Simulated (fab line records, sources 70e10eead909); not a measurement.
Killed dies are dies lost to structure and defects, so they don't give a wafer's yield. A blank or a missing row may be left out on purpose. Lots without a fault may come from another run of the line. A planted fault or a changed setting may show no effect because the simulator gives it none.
Chamber matching | flow nand_harc | NHARC_A_STAIRCASE_DEP_417 on pecvd-01: 3 sister chambers
The step deposits Si3N4, target thk 60 nm. 3 wafers are shown with their chamber, then 12 later ones without.

WAFERS WITH THEIR CHAMBER
wafer  | chamber | heater_power_w (W)
L092.3 | 2       | 623
L092.5 | 1       | 678
L092.6 | 0       | 777

WAFERS WITHOUT THEIR CHAMBER
wafer  | heater_power_w (W)
L094.2 | 633
L094.3 | 805
L094.5 | 670
L093.2 | 630
L093.4 | 679
L093.5 | 611
L095.1 | 583
L095.3 | 722
L095.5 | 644
L097.1 | 690
L097.5 | 814
L097.6 | 638

WHICH CHAMBER EACH WENT THROUGH
wafer  | from the rows above     | in truth
L094.2 | can't be placed: 2 or 1 | 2
L094.3 | 0                       | 0
L094.5 | can't be placed: 1 or 2 | 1
L093.2 | can't be placed: 2 or 1 | 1
L093.4 | 1                       | 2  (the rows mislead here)
L093.5 | 2                       | 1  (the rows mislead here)
L095.1 | 2                       | 2
L095.3 | can't be placed: 1 or 0 | 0
L095.5 | can't be placed: 2 or 1 | 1
L097.1 | 1                       | 1
L097.5 | 0                       | 0
L097.6 | can't be placed: 2 or 1 | 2
Placed correctly: 4 of 12. Can't be placed from these rows: 6 (the true chamber is among the candidates in 6). Placed wrongly: 2.
How it was worked out, from the rows above alone: a wafer's distance from a chamber is the root of the sum, over the readings, of the square of ((its reading less the chamber's mean) divided by the reading's scatter). The wafer belongs to the nearest chamber; if the next one is less than 2 further off, it can't be placed. A chamber's mean is the mean of its shown wafers. The scatter: with one shown wafer a chamber, the root of the mean of the squares of how far each hidden wafer lies from its nearest shown one.
